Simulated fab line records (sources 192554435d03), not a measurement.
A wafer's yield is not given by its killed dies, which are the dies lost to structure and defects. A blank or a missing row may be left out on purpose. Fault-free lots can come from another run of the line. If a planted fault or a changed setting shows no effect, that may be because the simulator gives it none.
fab line records -- flow n5Finfet
[record] lots = 5, wafers = 15, lastDay = 17
route steps=1938 shown FIN_CUT@157 STI_FIN_REVEAL@183 BEOL_M4@1111 PASSIVATION@1936
lots that met no fault: taken from a fault-free run of the same line
startH: start of the lot's first displayed wafer, in hours after the record's first day -- waitH: hours elapsed since this lot's preceding step -- " as in the row above -- L1.1+2: one row covering several wafers at once -- - value missing, or start not given -- * or withheld: withheld -- < > ~ a bound
route shown NAME@n: names a module that has steps shown in the file, with the first one's number in the route -- usual: the fault-free wafers' mean and standard deviation -- same: alike in all rows -- chamber/n: place in a boat -- sites: per-site readings -- _std_site: the standard deviation of these -- _edge_site: the outer-site mean with the inner-site mean subtracted -- radiusMm: for every site, how far away it sits from the centre of the wafer -- mask NAME#n: copy n -- behind: the tool/chamber that last shaped the wafer -- hold: reason for holding the lot/hours on hold/outcome of the hold -- device: names the non-switching transistor (n, p or np) -- end of line: at the end of the route, the tests of the same wafers -- a step with no rows: only its recipe -- killed: dies lost to structure and defects at the first sort, not the wafer's yield -- map: per-die view of a wafer (x killed, . not killed, _ where there is no die)
set.NAME: the setting the step ran with; set.NAME@STEP: the setting that earlier step ran with -- model.NAME: the simulator's own value behind a step, which no gauge read
lots at some steps of the route; a table a step, a row a wafer
services: a tool's chamber out of use, with start hour (startH, from the record's first day; less than 0 if before it), hours out, and reason
[[steps]]
[step N5_FIN_CUT_COAT_02]
[recipe] resist = CAR-EUV, spinRpm = 1500, resistThkNm = 30
[step N5_FIN_CUT_EBR_04]
[recipe] solvent = PGMEA, ebrWidthMm = 1.5
[step N5_FIN_CUT_SOFTBAKE_03]
[recipe] tempC = 110, timeS = 60, resist = CAR-EUV
[step N5_FIN_CUT_EXPOSE_05]
[recipe] maskId = FIN_CUT, na = 0.33, sourceShape = annular, sigmaInner = 0.35, sigmaOuter = 0.8, polarization = unpolarized, doseMj = 45.75
[step N5_FIN_CUT_PEB_06]
[recipe] pebTempC = 100, pebTimeS = 60, resist = CAR-EUV
[step N5_FIN_CUT_DEVELOP_07]
[recipe] developTimeS = 30, developer = TMAH, resist = CAR-EUV, rinseLiquid = surfactantRinse, dry = airSpin, devTempC = 23
[step N5_FIN_CUT_DESCUM_13]
[recipe] chemistry = O2, timeS = 7, sourcePowerW = 50, biasPowerW = 20, pressureMtorr = 20, rfFrequencyHz = 2.712e+07, tempC = 40, resist = CAR-EUV, o2FlowSccm = 225
[step N5_FIN_CUT_ETCH_30]
[recipe] chemistry = N2/H2, target = underlayer, targetDepthA = 130, maskMaterial = CAR-EUV, timeS = 10.4, ionEnergyEv = 200, pressureMtorr = 30, sourceW = 840, biasW = 150, n2FlowSccm = 200, h2FlowSccm = 200, ends = cleared
[step N5_FIN_CUT_ETCH_20]
[recipe] chemistry = CF4, target = SiARC, targetDepthA = 260, maskMaterial = CAR-EUV, timeS = 43.3, ionEnergyEv = 80, pressureMtorr = 40, sourceW = 545, biasW = 36, Ar_flow_sccm = 100, cf4FlowSccm = 100, ends = cleared
[step N5_FIN_CUT_ETCH_21]
[recipe] chemistry = N2/H2, target = SOC, targetDepthA = 2190, overetchA = 438, maskMaterial = SiARC, tempC = 40, ionEnergyEv = 100, biasW = 61, timeS = 523.5, pressureMtorr = 30, sourceW = 850, n2FlowSccm = 200, h2FlowSccm = 200
[usual] chamberPressureMTorr = 30.001/0.027, drypumpMotorCurrentA = 5.5/0.49, oesProductAu = 0.70/0.071, rfVppV = 241.0/1.2, showerheadPlenumPTorr = 2.57/0.082, throttleValvePct = 17.79/0.16
lot.wafer,tool,chamber,startH,waitH,chamberPressureMTorr,drypumpMotorCurrentA,oesProductAu,rfHoursCounterH,rfVppV,showerheadPlenumPTorr,throttleValvePct
L162.1,rieDiel-01,1,45.06,0.0,29.988,6.0,0.65,213,240.8,2.49,17.53
L162.4,rieDiel-01,1,45.06,0.0,29.991,6.0,0.65,-,240.1,2.49,17.55
L162.6,rieDiel-01,3,45.06,0.0,30.000,5.7,0.67,-,242.1,2.64,17.57
L173.1,rieDiel-01,1,112.21,0.0,29.983,6.0,0.64,236,240.7,2.48,17.59
L173.4,rieDiel-01,0,112.21,0.0,30.021,5.3,0.78,55,241.8,2.69,17.72
L173.6,rieDiel-01,3,112.21,0.0,29.999,5.7,0.65,-,242.5,2.63,17.62
L174.1,rieDiel-01,2,118.63,0.0,30.029,5.4,0.68,157,239.6,2.56,18.06
L174.3,rieDiel-01,0,118.63,0.0,30.007,5.3,0.79,57,241.8,2.69,17.72
L174.4,rieDiel-01,1,118.63,0.0,29.994,6.0,0.64,238,241.4,2.48,17.59
L177.3,rieDiel-01,3,135.93,0.0,29.970,5.7,0.66,178,242.5,2.62,17.64
L177.5,rieDiel-01,2,135.93,0.0,30.037,5.3,0.68,-,240.2,2.56,18.08
L177.6,rieDiel-01,1,135.93,0.0,29.975,6.0,0.64,-,239.4,2.48,17.60
L181.3,rieDiel-04,0,159.46,0.0,30.001,5.4,0.87,9,240.2,2.49,17.54
L181.4,rieDiel-04,1,159.46,0.0,29.996,5.1,0.63,243,241.1,2.62,17.88
L181.6,rieDiel-04,2,159.46,0.0,30.034,4.7,0.84,-,242.6,2.72,17.66
[step N5_FIN_CUT_STRIP_23]
[recipe] chemistry = N2/H2, tempC = 40, n2FlowSccm = 200, h2FlowSccm = 200, rfFrequencyHz = 6e+07
[step N5_FIN_CUT_STRIP_31]
[recipe] chemistry = N2/H2, tempC = 40, n2FlowSccm = 200, h2FlowSccm = 200, rfFrequencyHz = 6e+07
[step N5_FIN_CUT_STRIP_24]
[recipe] chemistry = CF4, resist = SiARC, powerW = 300, biasPowerW = 75, pressureMtorr = 50, cf4FlowSccm = 150, rfFrequencyHz = 6e+07
[step N5_FIN_CUT_CUT_ETCH_26]
[recipe] chemistry = CH3F/O2, target = SiNx, targetDepthA = 390, maskMaterial = SOC, timeS = 55.7, pressureMtorr = 30, sourceW = 395, biasW = 73, Ar_flow_sccm = 150, CH3F_flow_sccm = 30, O2_flow_sccm = 20, ionEnergyEv = 120
[step N5_FIN_CUT_CUT_ETCH_27]
[recipe] chemistry = CHF3/O2, target = SiO2, targetDepthA = 40, maskMaterial = SOC, overetchA = 20, timeS = 4.9, pressureMtorr = 30, sourceW = 650, biasW = 170, Ar_flow_sccm = 200, CHF3_flow_sccm = 50, O2_flow_sccm = 5, ionEnergyEv = 200
[step N5_FIN_CUT_PRECLEAN_35]
[recipe] timeS = 13.3, tempC = 45, pressureTorr = 125, pHfTorr = 3, pCoreactantTorr = 25, chemistry = vHF
[step N5_FIN_CUT_CUT_ETCH_15]
[recipe] chemistry = HBr/Cl2/O2, target = Si, targetDepthA = 1000, btTimeS = 10, maskMaterial = SOC, timeS = 42.4, ionEnergyEv = *, biasW = *, pressureMtorr = 10, icpW = 800, HBr_flow_sccm = 150, Cl2_flow_sccm = 80, O2_flow_sccm = 12
[step N5_FIN_CUT_CUT_ETCH_28]
[recipe] chemistry = HBr/Cl2/O2, target = Si, targetDepthA = 60, maskMaterial = SOC, timeS = 2.4, ionEnergyEv = *, biasW = *, pressureMtorr = 10, icpW = 800, HBr_flow_sccm = 150, Cl2_flow_sccm = 80, O2_flow_sccm = 12
[step N5_FIN_CUT_STRIP_22]
[recipe] chemistry = N2/H2, powerW = 500, tempC = 40, pressureMtorr = 50, rfFrequencyHz = 6e+07, overashFraction = 0.3, biasPowerW = 8, h2Frac = 0.5, n2FlowSccm = 300, h2FlowSccm = 300
[step N5_FIN_CUT_PRECLEAN_36]
[recipe] chemistry = O3/DIW, timeS = 60, tempC = 22, o3Ppm = 10
[step N5_FIN_CUT_SRD_32]
[recipe] dry = ipaMarangoni, timeS = 30, tempC = 23, rinseLiquid = diw
[step N5_FIN_CUT_UV_OZONE_34]
[recipe] timeS = 120, pressureTorr = 760, tempC = 25
[step N5_FIN_CUT_INSPECT_17]
[recipe] inspectInstrument = brightfield, mode = aei
[usual] rawDefectCount = 225/59
lot.wafer,tool,chamber,startH,waitH,rawDefectCount
L162.1,defectInspect-02,-,45.88,0.0,235
L162.4,defectInspect-02,-,45.88,0.0,171
L162.6,defectInspect-02,-,45.88,0.0,144
L173.1,defectInspect-01,-,113.10,0.0,1645
L173.4,defectInspect-01,-,113.10,0.0,1597
L173.6,defectInspect-01,-,113.10,0.0,1631
L174.1,defectInspect-02,-,119.45,0.0,1572
L174.3,defectInspect-02,-,119.45,0.0,1564
L174.4,defectInspect-02,-,119.45,0.0,1507
L177.3,defectInspect-02,-,136.83,0.0,1560
L177.5,defectInspect-02,-,136.83,0.0,1535
L177.6,defectInspect-02,-,136.83,0.0,1549
L181.3,defectInspect-01,-,160.28,0.0,190
L181.4,defectInspect-01,-,160.28,0.0,187
L181.6,defectInspect-01,-,160.28,0.0,215
[step N5_STI_FIN_REVEAL_ALD_00]
[recipe] material = SiO2, targetThkA = 10, tempC = 300, aldPrecursorFamily = BDEAS, aldCoReactant = O2-plasma, pulseTimeS = 1, pressureTorr = 2
[step N5_BEOL_M4_RC_MEAS_101]
[usual] DIBL_N = 35.8/1.8, DIBL_P = 35.6/2, IOFF_N = 0.148/0.028, IOFF_P = 0.20/0.034, ION_N = 672/12, ION_P = 462/8.5, SS_N = 71.2/0.65, SS_P = 73.1/0.67, VT_N = 251/3.3, VT_P = -251/3.8
lot.wafer,tool,chamber,startH,waitH,DIBL_N[mV/V],DIBL_P[mV/V],IOFF_N[nA/um],IOFF_P[nA/um],ION_N[uA/um],ION_P[uA/um],SS_N[mV/dec],SS_P[mV/dec],VT_N[mV],VT_P[mV]
L162.1,prober-01,0,192.46,0.0,37.5,35.6,0.150,0.23,661,466,71.5,74.0,251,-247
L162.4,prober-01,0,192.46,0.0,38.5,36.8,0.173,0.25,655,457,72.3,74.1,250,-245
L162.6,prober-01,0,192.46,0.0,37.6,34.2,0.142,0.20,647,452,71.7,72.4,253,-252
L173.1,prober-01,0,244.70,0.0,33.6,33.7,0.123,0.17,668,458,71.1,72.9,253,-252
L173.4,prober-01,0,244.70,0.0,33.3,32.5,0.119,0.18,658,459,70.8,72.1,253,-251
L173.6,prober-01,0,244.70,0.0,31.8,30.4,0.091,0.14,643,453,71.6,71.2,258,-256
L174.1,prober-02,0,261.98,0.0,34.0,33.5,0.135,0.20,668,464,71.5,72.7,252,-248
L174.3,prober-02,0,261.98,0.0,35.9,35.7,0.171,0.24,679,466,71.1,74.0,248,-247
L174.4,prober-02,0,261.98,0.0,33.3,33.4,0.128,0.21,660,468,70.8,72.4,250,-249
L177.3,prober-01,0,267.62,0.3,37.0,37.7,0.157,0.21,676,463,71.7,73.4,250,-252
L177.5,prober-01,0,267.62,0.3,37.7,38.0,0.160,0.20,668,460,71.7,74.1,251,-251
L177.6,prober-01,0,267.62,0.3,36.9,36.7,0.158,0.19,673,455,72.4,73.3,250,-253
L181.3,prober-02,0,307.18,0.3,34.2,33.6,0.128,0.18,679,463,70.3,72.2,254,-252
L181.4,prober-02,0,307.18,0.3,34.9,33.6,0.130,0.17,678,462,71.0,72.6,253,-252
L181.6,prober-02,0,307.18,0.3,36.6,35.9,0.153,0.21,687,471,71.3,73.1,250,-248
[step N5_PASSIVATION_PROBE_49]
[usual] defectLimitedYield = 91.3/1.5, killed_at_M0_to_M3 = 34/11, killed_at_M4_up = 14/6.1, killedAtContacts = 12/5.9, killedAtFrontEnd = 39/11, killedAtOther = 4/3.3, killedDies = 102/18, killedOpen = 67/13, killedShort = 33/7.9, sort_bin_5_function = 5.1/1, sort_bin_6_memory = 3.3/0.7, sort_bin_8_speed = 0.1/0.69, sortNPass = 1077/19, sortYieldPct = 91.3/1.6
[same] grossDies = 1180, killedAtBackSide = 0, sort_bin_4_leakage[%] = 0
lot.wafer,tool,chamber,startH,waitH,defectLimitedYield[%],killed_at_M0_to_M3,killed_at_M4_up,killedAtContacts,killedAtFrontEnd,killedAtOther,killedDies,killedOpen,killedShort,sort_bin_5_function[%],sort_bin_6_memory[%],sort_bin_8_speed[%],sortNPass,sortYieldPct[%]
L173.1,prober-01,-,343.61,0.0,80.4,23,17,8,180,3,231,52,22,11.4,4.2,0,949,80.4
L173.4,prober-01,-,343.76,0.2,80.9,30,16,10,163,6,225,62,34,10.1,4.2,0,955,80.9
L173.6,prober-01,-,343.86,0.3,86.8,23,23,8,92,10,156,63,29,8.1,3.1,0,1024,86.8
L174.1,prober-01,-,360.51,0.0,83.1,15,4,8,172,1,200,36,13,9.9,3.0,0,980,83.1
L174.3,prober-01,-,360.61,0.1,81.0,17,6,19,180,2,224,55,32,10.3,4.0,0,956,81.0
L174.4,prober-01,-,360.66,0.2,79.6,20,6,11,202,2,241,54,18,11.9,4.0,0,939,79.6
L177.3,prober-02,-,373.53,0.1,88.6,21,11,4,94,5,135,45,20,6.2,2.5,0,1045,88.6
L177.5,prober-02,-,373.63,0.2,80.6,18,12,6,193,0,229,41,23,12.2,2.6,0,951,80.6
L177.6,prober-02,-,373.68,0.3,79.0,33,11,7,195,2,248,51,34,12.6,3.6,0,932,79.0
// killed by level:class
L173.1 FIN_CUT:unspecified=154 BEOL_M4:geometricParticle:open=9 MOL_CONTACT_COAG:geometricParticle:open=8 FIN_SAQP:geometricParticle:open=7 BEOL_M0_SAQP:geometricParticle:short=7 STI_FIN_REVEAL:geometricParticle:open=5 BEOL_M0_SAQP:geometricParticle:open=4 BEOL_M3:geometricParticle:open=4
L173.4 FIN_CUT:unspecified=129 FIN_SAQP:geometricParticle:open=11 BEOL_M0_SAQP:geometricParticle:short=9 BEOL_M3:geometricParticle:open=8 MOL_CONTACT_COAG:geometricParticle:open=8 FIN_SAQP:geometricParticle:short=7 BEOL_M0_SAQP:geometricParticle:open=7 BEOL_M5:geometricParticle:open=5
L173.6 FIN_CUT:unspecified=63 BEOL_M4:geometricParticle:open=10 BEOL_M3:geometricParticle:open=9 MOL_CONTACT_COAG:geometricParticle:open=6 FIN_SAQP:geometricParticle:open=5 GATE_CUT:geometricParticle:short=5 BEOL_M2:geometricParticle:open=5 DUMMY_GATE:geometricParticle:open=4
L174.1 FIN_CUT:unspecified=151 BEOL_M2:geometricParticle:open=7 MOL_CONTACT_COAG:geometricParticle:open=7 FIN_SAQP:geometricParticle:short=6 DUMMY_GATE:geometricParticle:open=5 BEOL_M1:geometricParticle:open=4 DUMMY_GATE:geometricParticle:short=3 STI_FIN_REVEAL:geometricParticle:open=2
L174.3 FIN_CUT:unspecified=137 MOL_CONTACT_COAG:geometricParticle:open=15 STI_FIN_REVEAL:geometricParticle:open=8 FIN_SAQP:geometricParticle:short=7 DUMMY_GATE:geometricParticle:open=6 STARTING-WAFER:geometricParticle:short=6 BEOL_M0_SAQP:geometricParticle:open=5 MOL_CONTACT_COAG:geometricParticle:short=4
L174.4 FIN_CUT:unspecified=165 DUMMY_GATE:geometricParticle:open=11 STI_FIN_REVEAL:geometricParticle:open=8 MOL_CONTACT_COAG:geometricParticle:open=7 FIN_SAQP:geometricParticle:open=5 BEOL_M2:geometricParticle:open=4 DUMMY_GATE:geometricParticle:short=3 GATE_CUT:geometricParticle:open=3
L177.3 FIN_CUT:unspecified=69 BEOL_M0_SAQP:geometricParticle:open=7 BEOL_M0_SAQP:geometricParticle:short=6 STI_FIN_REVEAL:geometricParticle:open=5 BEOL_M1:geometricParticle:open=5 STARTING-WAFER:geometricParticle:short=4 BEOL_M4:geometricParticle:open=4 GATE_CUT:geometricParticle:open=3
L177.5 FIN_CUT:unspecified=162 FIN_SAQP:geometricParticle:open=7 BEOL_M3:geometricParticle:open=5 MOL_CONTACT_COAG:geometricParticle:open=4 BEOL_M4:geometricParticle:open=4 STARTING-WAFER:geometricParticle:short=4 GATE_CUT:geometricParticle:short=3 BEOL_M0_SAQP:geometricParticle:short=3
L177.6 FIN_CUT:unspecified=159 BEOL_M0_SAQP:geometricParticle:short=11 BEOL_M0_SAQP:geometricParticle:open=9 FIN_SAQP:geometricParticle:short=7 FIN_SAQP:geometricParticle:open=7 MOL_CONTACT_COAG:geometricParticle:open=5 BEOL_M3:geometricParticle:open=5 STARTING-WAFER:geometricParticle:open=4
// map L173.1 (x killed, . not)
_________________..x....x..xx________________
______________.................._____________
___________...................x....__________
__________.........................._________
________...x.........x.x.x............_______
_______..x..........x..................______
______x.............x..x......x.....x..._____
_____.....x....x..x...........x.x.xx.....____
____.......................x.xx.xxxxxxx...___
___....x..................x.xxxxxxxxxx.x...__
___...........x....x......xxxxxxxxxxxxxxx..__
__.............x..........xxxxxxxxxxxxxx...._
__xx............x..........xxxxxxxxxxxx..xxx_
_.......x.................xxxxxxxxxxxxxx.x...
_................x.x.....xxxxxxxxxxxxxxx.x...
_.......................x.xxxxxxxxxxxxxxx....
_.......................x.xxxxxxxxxxxxxxx....
_.........................x.xxxxxxxxx..xx...x
_......x....................x.xxxxxx.xxx.....
_....x................x......xxxxxx..........
_.....x.x..x.............x......xxx.....x....
__......x..x...........x..............x....._
__.............................x............_
___..........................x.x.........x.__
___................x.......x.............x.__
____................x.......x.............___
_____..........x...........x.............____
______....x.x.........x....x............_____
_______.....x...x..............x.......______
________....x........................._______
__________.....x...................._________
___________.....x.................x__________
______________............x....._____________
_________________........x..x________________
// map L174.4 (x killed, . not)
_________________............________________
______________..x...x..........._____________
___________..x.................x...__________
__________..x......................._________
________..........x..................._______
_______.........x..xx...............x..______
______.x........................xx......_____
_____.....................x.....xxxx.x..x____
____..........xx..........x.xxxxxxxxxx.x..___
___......x......x..........xxxxxxxxxxxx....__
___..x..................x..xxxxxxxxxxxxxx..__
__....................xx..xxxxxxxxxxxxxxx..._
__........x..x........xx.xxxxxxxxxxxxxxxxx.._
_......xx...........x.x.x.xxxxxxxxxxxxxxx....
_.................x....x.xxxxxxxxxxxxxxxx....
_..................x....x.xxxxxxxxxxxxxxx....
_....x..x..............x.x.xxxxxxxxxxx.....xx
_......................x...xxxxxxxxxxx..x....
_.............x............xx.x.xxxxxx.x.....
_.......x.....x..............xxxx.xx.x.x.x...
_...............x...xx.xx..........x.x.......
__................x..............x.........._
__.............................x.........x.._
___.................x........x.............__
___..........................x.............__
____.x....................................___
_____..........xx.x...x...x..x...........____
______.................................._____
_______...................x............______
________.......x........x.......x..x.._______
__________x...............x........._________
___________.............x....x.....__________
______________.........x........_____________
_________________........x...________________
[[services]]
tool,chamber,startH,hours,kind
rieDiel-01,0,42.37,4.5,repair
rieDiel-04,-,44.68,15.6,pm
rieDiel-01,0,51.11,3.1,repair
rieDiel-04,2,86.26,-,clean
rieDiel-04,2,86.26,-,consumableReplace:focusRing
rieDiel-04,2,86.26,-,consumableReplace:showerhead
rieDiel-04,2,86.26,30.1,scheduledDown
rieDiel-04,2,86.26,30.1,ventCycle
rieDiel-01,1,91.99,3.6,repair
rieDiel-04,0,116.36,-,clean
rieDiel-04,0,116.36,-,consumableReplace:focusRing
rieDiel-04,0,116.36,15.9,scheduledDown
rieDiel-04,0,116.36,15.9,ventCycle
rieDiel-01,1,151.64,-,clean
rieDiel-01,1,151.64,-,consumableReplace:focusRing
rieDiel-01,1,151.64,17.7,scheduledDown
rieDiel-01,1,151.64,17.7,ventCycle
[[key]]
[firstSign] step = N5_FIN_CUT_INSPECT_17, reading = rawDefectCount, direction = up, sigmas = 23, usual = 225, struck = 1573
[effect] step = N5_PASSIVATION_PROBE_49, reading = killedAtFrontEnd, direction = up, sigmas = 12, usual = 39, struck = 163
[moreKillsBornAt] N5_FIN_CUT_ETCH_21@rieDiel-01 = 1189
metAt N5_FIN_CUT_ETCH_21
struckWafers L173.1,L173.4,L173.6,L174.1,L174.3,L174.4,L177.3,L177.5,L177.6
onsetBetween 45.06 112.21
[fault] kind = chamberParticleSource, tool = rieDiel-01, chamber = -, onsetH = 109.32, steps = N5_FIN_CUT_ETCH_21, ratePerVisitCm2 = 2.091, endH = 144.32
